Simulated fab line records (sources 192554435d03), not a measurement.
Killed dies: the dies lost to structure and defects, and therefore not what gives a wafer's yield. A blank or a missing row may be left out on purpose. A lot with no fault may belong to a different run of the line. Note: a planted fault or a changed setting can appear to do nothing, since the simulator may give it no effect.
Matching of chambers ; flow n5 finfet ; 4 sister chambers for N5_BEOL_M9_ETCH_65 on rie diel-02
The step etches SiARC in CF4, target depth 15.6 nm, time 26 s. 4 wafers are shown with their chamber, then 8 later ones without.

WAFERS PAIRED WITH THEIR CHAMBERS
wafer;chamber;showerhead plenum p Torr (Torr)
L083.3;2;2.10
L083.5;0;2.09
L085.5;3;2.04
L086.3;1;2.03

WAFERS WITH NO CHAMBER GIVEN
wafer;showerhead plenum p Torr (Torr)
L086.4;2.08
L086.6;2.03
L094.2;2.28
L094.3;2.09
L094.6;2.08
L096.1;2.29
L096.3;2.28
L096.5;2.08

WHICH CHAMBER EACH ONE RAN IN
wafer;from the rows above;in truth
L086.4;can't be placed: 0 or 2 or 3 or 1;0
L086.6;can't be placed: 1 or 3 or 0 or 2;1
L094.2;can't be placed: 2 or 0 or 3 or 1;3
L094.3;can't be placed: 0 or 2 or 3 or 1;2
L094.6;can't be placed: 0 or 2 or 3 or 1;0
L096.1;can't be placed: 2 or 0 or 3 or 1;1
L096.3;can't be placed: 2 or 0 or 3 or 1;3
L096.5;can't be placed: 0 or 2 or 3 or 1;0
Correct placement for 0 of the 8. Unplaceable from these rows: 8, with the true chamber sitting among the candidates in 8. Number placed wrongly: 0.
How it was worked out, from the rows above alone: a wafer's distance from a chamber is the root of the sum, over the readings, of the square of ((its reading less the chamber's mean) divided by the reading's scatter). The wafer belongs to the nearest chamber; if the next one is less than 2 further off, it can't be placed. Each chamber's mean is taken over the wafers shown for it. The scatter (one wafer shown for each chamber): square how far every hidden wafer sits from the nearest shown wafer, average those squares and take the square root.
